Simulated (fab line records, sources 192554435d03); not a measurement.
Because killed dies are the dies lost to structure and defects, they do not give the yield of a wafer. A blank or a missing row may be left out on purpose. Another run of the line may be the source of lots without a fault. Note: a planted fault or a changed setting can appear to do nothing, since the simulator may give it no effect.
fab line records    flow n5Finfet
[record] lots = 9  wafers = 25  lastDay = 17
route steps=1938 shown BEOL_M0_SAQP@665 BEOL_M4@1111 PASSIVATION@1936
lots that met no fault: taken from a fault-free run of the same line
startH: hours from the record's first day to the start of the lot's first wafer shown    waitH: hours since the lot's step before    " same as the row above    L1.1+2: several wafers, shown together as one row    - value missing, or start not given    * or withheld: withheld    < > ~ a bound
route shown NAME@n: NAME is a module with steps in the file, n the number in the route of the first one    usual: mean/standard deviation taken from wafers without a fault    same: alike in all rows    chamber/n: place in a boat    sites: readings site by site    _std_site: standard deviation of those values    _edge_site: inner sites' mean taken away from outer sites' mean    radiusMm: for every site, how far away it sits from the centre of the wafer    mask NAME#n: copy n    behind: tool/chamber where the wafer was last shaped    hold: the reason the lot was held/the length of the hold in hours/how it ended    device: which transistor (n, p or np) failed to switch    end of line: at the end of the route, the tests of the same wafers    step lacking rows: just its recipe    killed: count of dies lost to structure and defects at first sort (not the wafer's yield)    map: a wafer's dies, x killed, . not, _ none there
set.NAME: the setting the step ran with; set.NAME@STEP: the setting that earlier step ran with    model.NAME: the simulator's own value behind a step, which no gauge read
route steps across a sampled set of lots; one table per step, one row per wafer
services: a tool's chamber out of use, with start hour (startH, from the record's first day; less than 0 if before it), hours out, and reason
[[steps]]
[step N5_BEOL_M0_SAQP_MANDREL1_REMOVE_100]
[recipe] chemistry = HBr/Cl2/O2  btTimeS = 10  target = a-Si  stopOn = SiNx  endpoint = OES-SiCl  overEtchFrac = 0.85  icpW = 600  biasW = 30  HBr_flow_sccm = 150  Cl2_flow_sccm = 80  O2_flow_sccm = 5  pressureMtorr = 10
[usual] drypumpMotorCurrentA = 5.7/0.45  heBacksideLeakSccm = 2.7/0.36  oesProductAu = 1.002/0.017  throttleValvePct = 36.7/0.33
lot.wafer  tool      chamber  startH  waitH  drypumpMotorCurrentA  heBacksideLeakSccm  oesProductAu  rfHoursCounterH  throttleValvePct
L125.2     rieSi-03  2        128.00  0.1    5.7                   2.4                 0.999         39               36.6
L125.3     "         0        "       "      6.3                   3.0                 0.974         179              36.5
L125.4     "         3        "       "      6.1                   2.6                 1.003         3                36.1
L126.1     rieSi-06  0        132.58  0.1    5.5                   2.6                 1.009         9                36.6
L126.3     "         1        "       "      5.6                   2.7                 1.014         141              36.9
L126.5     "         2        "       "      5.7                   2.8                 1.017         -                37.2
L128.2     rieSi-02  3        145.19  0.1    6.0                   2.4                 0.980         48               36.9
L128.4     "         2        "       "      5.0                   3.0                 1.012         103              36.8
L128.5     "         2        "       "      5.0                   3.0                 1.013         -                36.8
L132.1     rieSi-02  1        176.79  0.1    5.9                   3.2                 0.997         40               37.0
L132.2     "         3        "       "      6.0                   2.4                 0.971         49               36.9
L132.3     "         0        "       "      5.2                   3.5                 0.992         155              36.3
L133.2     rieSi-02  0        183.09  0.1    5.3                   3.4                 0.982         155              36.3
L133.3     "         1        "       "      5.9                   3.1                 0.994         40               37.0
L133.6     "         0        "       "      5.2                   3.4                 0.986         -                36.3
L134.3     rieSi-03  0        183.53  0.1    6.2                   3.1                 0.987         180              36.5
L134.6     "         2        "       "      5.7                   2.3                 1.001         -                36.6
L137.1     rieSi-06  2        200.98  0.1    5.7                   2.7                 1.026         62               37.2
L137.3     "         3        "       "      6.3                   2.5                 0.995         2                36.8
L144.1     rieSi-02  3        242.66  0.1    6.0                   2.5                 0.963         50               36.9
L144.4     "         2        "       "      5.0                   2.9                 1.002         105              36.8
L144.5     "         2        "       "      5.0                   2.9                 1.001         -                36.8
L145.2     rieSi-03  1        244.98  0.1    5.0                   2.3                 1.018         36               37.0
L145.4     "         2        "       "      5.7                   2.3                 1.014         41               36.6
L145.5     "         0        "       "      6.2                   3.2                 0.976         -                36.5
[step N5_BEOL_M0_SAQP_MANDREL_ETCH_103]
[recipe] chemistry = HBr/Cl2  target = a-Si  targetDepthA = 450  btTimeS = 10  stopOn = SiCN  maskMaterial = SiO2  overEtchFrac = 0.8  timeS = 27  pressureMtorr = 10  icpW = 800  biasW = 75  HBr_flow_sccm = 150  Cl2_flow_sccm = 80  ends = endPoint
[usual] drypumpMotorCurrentA = 5.7/0.41  heBacksideLeakSccm = 2.7/0.3  oesProductAu = 0.683/0.0095  throttleValvePct = 35.49/0.27
lot.wafer  tool      chamber  startH  waitH  drypumpMotorCurrentA  heBacksideLeakSccm  oesProductAu  rfHoursCounterH  throttleValvePct
L125.2     rieSi-06  0        128.34  0.0    5.5                   2.6                 0.682         9                35.37
L125.3     "         3        "       "      6.3                   2.5                 0.681         1                35.53
L125.4     "         1        "       "      5.7                   2.7                 0.695         141              35.58
L126.1     rieSi-03  3        132.87  0.0    6.1                   2.6                 0.682         3                34.84
L126.3     "         2        "       "      5.7                   2.4                 0.664         39               35.32
L126.5     "         0        "       "      6.3                   3.1                 0.682         -                35.21
L128.2     rieSi-03  0        145.48  0.0    6.3                   3.2                 0.668         179              35.25
L128.4     "         2        "       "      5.7                   2.4                 0.679         39               35.27
L128.5     "         1        "       "      4.9                   2.2                 0.700         -                35.76
L132.1     rieSi-06  0        177.11  0.0    5.5                   2.6                 0.688         9                35.37
L132.2     "         2        "       "      5.7                   2.7                 0.674         61               35.87
L132.3     "         1        "       "      5.7                   2.6                 0.685         142              35.57
L133.2     rieSi-03  0        183.39  0.0    6.3                   3.3                 0.669         180              35.24
L133.3     "         2        "       "      5.7                   2.5                 0.679         40               35.28
L133.6     "         0        "       "      6.3                   3.1                 0.676         -                35.24
L134.3     rieSi-06  0        183.82  0.0    5.5                   2.6                 0.674         10               35.36
L134.6     "         3        "       "      6.3                   2.5                 0.684         -                35.49
L137.1     rieSi-02  3        201.37  0.0    6.0                   2.5                 0.663         49               35.58
L137.3     "         2        "       "      5.0                   2.8                 0.686         104              35.49
L144.1     rieSi-03  2        242.96  0.0    5.7                   2.4                 0.675         41               35.29
L144.4     "         3        "       "      6.1                   2.7                 0.688         5                34.83
L144.5     "         1        "       "      5.0                   2.4                 0.694         -                35.76
L145.2     rieSi-06  0        245.27  0.0    5.5                   2.5                 0.682         11               35.36
L145.4     "         2        "       "      5.7                   2.8                 0.682         62               35.87
L145.5     "         3        "       "      6.3                   2.4                 0.682         -                35.52
[step N5_BEOL_M0_SAQP_RECESS_104]
[recipe] chemistry = HF/NH3  target = SiO2  targetDepthA = 180  afsCycles = 3  tempC = 30  sublimationTempC = 180  sublimationTimeS = 60
[usual] drypumpMotorCurrentA = 6.14/0.23  forelinePTorr = 0.1279/0.00062
[same] afsCycles = 3
lot.wafer  tool          chamber  startH  waitH  drypumpMotorCurrentA  forelinePTorr
L125.2     vaporEtch-02  0        128.42  0.1    5.88                  0.1277
L125.3     "             0        "       "      5.89                  0.1298
L125.4     "             1        "       "      6.47                  0.1275
L126.1     vaporEtch-01  0        132.95  0.1    6.04                  0.1277
L126.3     "             1        "       "      6.14                  0.1280
L126.5     "             1        "       "      6.15                  0.1288
L128.2     vaporEtch-01  1        145.56  0.1    6.20                  0.1280
L128.4     "             0        "       "      6.05                  0.1284
L128.5     "             0        "       "      6.03                  0.1286
L132.1     vaporEtch-01  1        177.19  0.1    6.17                  0.1283
L132.2     "             0        "       "      6.06                  0.1279
L132.3     "             0        "       "      6.05                  0.1279
L133.2     vaporEtch-02  0        183.47  0.1    5.89                  0.1275
L133.3     "             1        "       "      6.45                  0.1270
L133.6     "             1        "       "      6.41                  0.1278
L134.3     vaporEtch-02  0        184.02  0.2    5.89                  0.1279
L134.6     "             0        "       "      5.88                  0.1290
L137.1     vaporEtch-02  1        201.45  0.1    6.43                  0.1275
L137.3     "             1        "       "      6.44                  0.1275
L144.1     vaporEtch-01  0        243.04  0.1    6.04                  0.1275
L144.4     "             0        "       "      6.08                  0.1273
L144.5     "             0        "       "      6.05                  0.1278
L145.2     vaporEtch-02  1        245.35  0.1    6.45                  0.1282
L145.4     "             1        "       "      6.44                  0.1284
L145.5     "             0        "       "      5.87                  0.1275
[step N5_BEOL_M0_SAQP_SPACER2_ALD_26]
[recipe] material = SiO2  targetThkA = 150  tempC = 300  aldPrecursorFamily = BDEAS  aldCoReactant = O2-plasma  pulseTimeS = 1  purgeTimeS = 2  coReactantPurgeTimeS = 2  pressureTorr = 2
[usual] heaterPowerW = 480/80  precursorPulseHeightRel = 0.998/0.021
lot.wafer  tool       chamber  startH  waitH  heaterPowerW  precursorPulseHeightRel
L125.2     aldSin-04  3        129.17  0.1    428           1.000
L125.3     "          2        "       "      404           0.962
L125.4     "          1        "       "      402           1.019
L126.1     aldSin-03  0        133.92  0.3    364           0.977
L126.3     "          1        "       "      646           1.007
L126.5     "          0        "       "      363           1.012
L128.2     aldSin-03  0        146.31  0.1    377           1.024
L128.4     "          1        "       "      635           1.001
L128.5     "          2        "       "      540           0.994
L132.1     aldSin-02  2        177.95  0.1    451           0.982
L132.2     "          3        "       "      508           1.006
L132.3     "          0        "       "      470           1.020
L133.2     aldSin-02  3        184.76  0.1    518           1.026
L133.3     "          0        "       "      470           1.035
L133.6     "          3        "       "      506           0.982
L134.3     aldSin-02  1        185.28  0.5    501           0.980
L134.6     "          1        "       "      495           1.019
L137.1     aldSin-02  3        202.23  0.1    512           0.991
L137.3     "          1        "       "      506           0.965
L144.1     aldSin-03  1        244.21  0.5    632           0.977
L144.4     "          2        "       "      533           0.985
L144.5     "          1        "       "      641           0.942
L145.2     aldSin-04  2        246.15  0.1    399           1.027
L145.4     "          0        "       "      428           1.017
L145.5     "          1        "       "      391           1.014
[step N5_BEOL_M0_SAQP_CD_MEAS_29]
[recipe] targetCdNm = 14.4  landingEnergyEv = 1000  detector = seInlens
[usual] cdNm = 14.96/0.25
lot.wafer  tool      chamber  startH  waitH  cdNm
L125.2     cdSem-03  0        129.92  0.1    14.81
L125.3     "         0        "       "      15.66
L125.4     "         0        "       "      15.45
L126.1     cdSem-03  0        134.69  0.1    15.10
L126.3     "         0        "       "      14.78
L126.5     "         0        "       "      15.16
L128.2     cdSem-01  0        147.06  0.1    15.04
L128.4     "         0        "       "      14.86
L128.5     "         0        "       "      15.15
L132.1     cdSem-02  0        178.70  0.1    14.82
L132.2     "         0        "       "      14.87
L132.3     "         0        "       "      15.15
L133.2     cdSem-02  0        185.51  0.1    14.96
L133.3     "         0        "       "      21.58
L133.6     "         0        "       "      15.10
L134.3     cdSem-01  0        186.04  0.1    21.89
L134.6     "         0        "       "      14.83
L137.1     cdSem-02  0        202.98  0.1    14.61
L137.3     "         0        "       "      21.41
L144.1     cdSem-01  0        244.96  0.1    14.86
L144.4     "         0        "       "      14.58
L144.5     "         0        "       "      14.83
L145.2     cdSem-01  0        246.89  0.1    15.34
L145.4     "         0        "       "      14.50
L145.5     "         0        "       "      15.13
[step N5_BEOL_M4_RC_MEAS_101]
[usual] DIBL_N = 36.8/1.5  DIBL_P = 37.1/2.1  IOFF_N = 0.168/0.03  IOFF_P = 0.22/0.034  ION_N = 679/12  ION_P = 466/8  SS_N = 71.7/0.58  SS_P = 73.5/0.67  VT_N = 248.8/2.7  VT_P = -250/3.3
lot.wafer  tool       chamber  startH  waitH  DIBL_N[mV/V]  DIBL_P[mV/V]  IOFF_N[nA/um]  IOFF_P[nA/um]  ION_N[uA/um]  ION_P[uA/um]  SS_N[mV/dec]  SS_P[mV/dec]  VT_N[mV]  VT_P[mV]
L126.1     prober-02  0        179.56  0.0    36.4          37.5          0.165          0.22           677           468           71.8          72.7          247.4     -253
L126.3     "          0        "       "      38.7          40.5          0.200          0.27           687           468           72.6          74.0          246.2     -247
L126.5     "          0        "       "      36.0          37.8          0.152          0.23           679           468           71.0          72.7          251.6     -246
L125.2     prober-02  0        181.93  0.2    36.8          36.8          0.162          0.26           690           482           71.3          73.5          248.8     -246
L125.3     "          0        "       "      37.9          38.8          0.184          0.29           689           479           71.8          74.2          249.6     -242
L125.4     "          0        "       "      37.9          37.6          0.190          0.26           704           486           71.9          73.5          246.3     -246
L128.2     prober-01  0        198.07  0.2    35.4          37.0          0.167          0.22           671           469           71.3          74.0          247.2     -249
L128.4     "          0        "       "      35.5          37.0          0.166          0.21           680           463           71.8          72.8          245.1     -248
L128.5     "          0        "       "      35.6          37.2          0.183          0.22           684           470           71.2          73.4          244.9     -247
L132.1     prober-02  0        216.12  0.0    40.3          41.8          0.264          0.28           698           468           72.5          74.9          243.8     -250
L132.2     "          0        "       "      36.5          36.5          0.150          0.18           660           452           70.7          74.0          251.1     -253
L132.3     "          0        "       "      38.9          41.4          0.217          0.27           677           467           72.4          74.1          244.8     -249
L133.2     prober-01  0        237.39  0.2    35.2          34.7          0.149          0.19           680           466           71.2          73.7          248.8     -253
L133.6     "          0        "       "      33.5          31.6          0.115          0.15           658           449           71.1          72.5          254.1     -255
L134.6     prober-02  0        241.09  0.8    37.4          40.5          0.181          0.27           674           466           72.5          74.3          247.8     -246
L137.1     prober-02  0        248.52  0.0    36.5          37.7          0.184          0.21           686           463           71.9          73.9          245.8     -253
L144.1     prober-02  0        296.59  0.0    33.4          33.0          0.126          0.19           679           469           71.3          72.9          252.8     -251
L144.4     "          0        "       "      34.7          34.8          0.147          0.22           681           472           71.5          73.4          252.4     -247
L144.5     "          0        "       "      36.5          36.2          0.164          0.26           678           474           72.4          73.0          248.7     -246
L145.2     prober-01  0        314.67  0.2    37.7          38.6          0.167          0.25           676           467           71.3          73.1          249.5     -246
L145.4     "          0        "       "      38.0          37.2          0.171          0.22           680           469           71.0          72.6          249.2     -248
L145.5     "          0        "       "      35.4          34.7          0.135          0.18           667           455           71.3          72.9          252.4     -251
[step N5_PASSIVATION_PROBE_49]
[usual] defectLimitedYield = 91.0/1.5  killed_at_M0_to_M3 = 34/11  killed_at_M4_up = 14/5.3  killedAtContacts = 13/7  killedAtFrontEnd = 41/13  killedAtOther = 4/3.1  killedDies = 106/17  killedOnRim = 14/3.9  killedOpen = 70/12  killedShort = 35/8  sort_bin_5_function = 5.2/0.98  sort_bin_6_memory = 3.4/0.69  sortNPass = 1074/17  sortYieldPct = 91.0/1.5
[same] grossDies = 1180  killedAtBackSide = 0  sort_bin_4_leakage[%] = 0  sort_bin_8_speed[%] = 0
lot.wafer  tool       chamber  startH  waitH  defectLimitedYield[%]  killed_at_M0_to_M3  killed_at_M4_up  killedAtContacts  killedAtFrontEnd  killedAtOther  killedDies  killedOnRim  killedOpen  killedShort  sort_bin_5_function[%]  sort_bin_6_memory[%]  sortNPass  sortYieldPct[%]
L133.2     prober-02  -        339.64  0.1    90.8                   15                  10               18                59                7              109         10           67          42           4.8                     4.0                   1071       90.8
L133.3     prober-02  -        339.69  0.1    0                      1104                15               17                40                4              1180        152          51          32           96.0                    3.4                   0          0
L133.6     prober-02  -        339.84  0.3    89.6                   24                  14               32                46                7              123         17           81          39           5.3                     4.9                   1057       89.6
L137.1     prober-01  -        353.06  0.0    91.1                   28                  16               33                27                1              105         17           77          25           4.8                     3.7                   1075       91.1
L137.3     prober-01  -        353.16  0.1    0                      1111                32               8                 24                5              1180        152          59          31           96.7                    3.1                   0          0
L134.3     prober-02  -        356.60  0.1    0                      1127                11               3                 33                6              1180        152          40          35           97.1                    2.7                   0          0
L134.6     prober-02  -        356.75  0.3    90.3                   32                  11               18                47                7              115         13           82          33           5.9                     3.6                   1065       90.3
// killed by level:class
L133.2 STI_FIN_REVEAL:geometricParticle:open=22 MOL_CONTACT_COAG:geometricParticle:open=15 FIN_SAQP:geometricParticle:open=9 FIN_SAQP:geometricParticle:short=8 STI_FIN_REVEAL:geometricParticle:short=7 BEOL_M0:geometricParticle:short=5 GATE_CUT:geometricParticle:short=3 MOL_CONTACT_COAG:geometricParticle:short=3
L133.3 BEOL_M0_SAQP:areaAld=1094 MOL_CONTACT_COAG:geometricParticle:open=13 FIN_SAQP:geometricParticle:open=9 GATE_CUT:geometricParticle:short=8 STI_FIN_REVEAL:geometricParticle:open=6 FIN_SAQP:geometricParticle:short=5 BEOL_M4:geometricParticle:open=5 MOL_CONTACT_COAG:geometricParticle:short=4
L133.6 MOL_CONTACT_COAG:geometricParticle:open=25 STI_FIN_REVEAL:geometricParticle:open=15 BEOL_M3:geometricParticle:open=8 MOL_CONTACT_COAG:geometricParticle:short=7 FIN_SAQP:geometricParticle:open=6 FIN_SAQP:geometricParticle:short=5 STI_FIN_REVEAL:geometricParticle:short=5 BEOL_M0_SAQP:geometricParticle:open=5
L137.1 MOL_CONTACT_COAG:geometricParticle:open=27 BEOL_M4:geometricParticle:open=11 BEOL_M2:geometricParticle:open=8 BEOL_M1:geometricParticle:open=6 MOL_CONTACT_COAG:geometricParticle:short=6 BEOL_M3:geometricParticle:open=6 ILD0:geometricParticle:short=5 BEOL_M0_SAQP:geometricParticle:open=4
L137.3 BEOL_M0_SAQP:areaAld=1087 BEOL_M4:geometricParticle:open=19 FIN_SAQP:geometricParticle:open=10 MOL_CONTACT_COAG:geometricParticle:open=6 BEOL_M4:geometricParticle:short=5 BEOL_M0_SAQP:geometricParticle:short=4 BEOL_M0_SAQP:geometricParticle:open=4 BEOL_M2:geometricParticle:short=4
L134.3 BEOL_M0_SAQP:areaAld=1104 DUMMY_GATE:geometricParticle:open=9 BEOL_M0_SAQP:geometricParticle:open=8 STARTING-WAFER:geometricParticle:short=6 FIN_SAQP:geometricParticle:short=4 BEOL_M0_SAQP:geometricParticle:short=4 BEOL_M2:geometricParticle:open=4 BEOL_M4:geometricParticle:open=4
L134.6 STI_FIN_REVEAL:geometricParticle:open=19 MOL_CONTACT_COAG:geometricParticle:open=15 BEOL_M3:geometricParticle:open=11 BEOL_M0_SAQP:geometricParticle:open=6 BEOL_M0_SAQP:geometricParticle:short=6 FIN_SAQP:geometricParticle:short=5 GATE_CUT:geometricParticle:short=5 STARTING-WAFER:geometricParticle:open=5
[[services]]
tool          chamber  startH  hours  kind
vaporEtch-01  0        113.35  4.4    repair
aldSin-04     -        115.62  1.8    repair
rieSi-06      -        163.30  0.8    repair
aldSin-04     -        176.82  14.0   pm
aldSin-04     0        176.82  14.0   ventCycle
aldSin-04     1        176.82  14.0   ventCycle
aldSin-04     2        176.82  14.0   ventCycle
aldSin-04     3        176.82  14.0   ventCycle
aldSin-02     1        187.06  8.4    repair
aldSin-04     0        190.82  -      clean
aldSin-04     1        190.82  -      clean
aldSin-04     2        190.82  -      clean
aldSin-04     3        190.82  -      clean
aldSin-02     -        206.86  2.8    pm
rieSi-02      2        217.46  1.7    repair
rieSi-02      3        221.68  11.3   repair
aldSin-02     3        223.33  2.2    repair
rieSi-02      2        234.76  1.0    repair
rieSi-03      0        238.15  3.5    repair
aldSin-03     3        241.06  5.0    repair
[[key]]
[firstSign] step = N5_BEOL_M0_SAQP_CD_MEAS_29  reading = cdNm  direction = up  sigmas = 26  usual = 14.96  struck = 21.63
[effect] step = N5_PASSIVATION_PROBE_49  reading = killed_at_M0_to_M3  direction = up  sigmas = 96  usual = 34  struck = 1114
[moreKillsBornAt] N5_BEOL_M0_SAQP_SPACER2_ALD_26@aldSin-02 = 3285
metAt N5_BEOL_M0_SAQP_SPACER2_ALD_26
struckLots L133,L134,L137
struckWafers L133.3,L134.3,L137.3
laterRowsLeftOut L133.3,L134.3,L137.3
notActingAt N5_BEOL_M0_SAQP_MANDREL1_REMOVE_100,N5_BEOL_M0_SAQP_MANDREL_ETCH_103,N5_BEOL_M0_SAQP_RECESS_104
[fault] kind = processParameterDrift  tool = aldSin-02  chamber = -  onsetH = 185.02  steps = N5_BEOL_M0_SAQP_SPACER2_ALD_26  channel = targetThkA  offset = *  shape = step  endH = 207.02  scope = struckWafersOnly  actsIn = *  stated = *
// laterRowsLeftOut: the simulator's readings of these wafers behind a module that went badly wrong aren't trusted and aren't shown, but for the sort
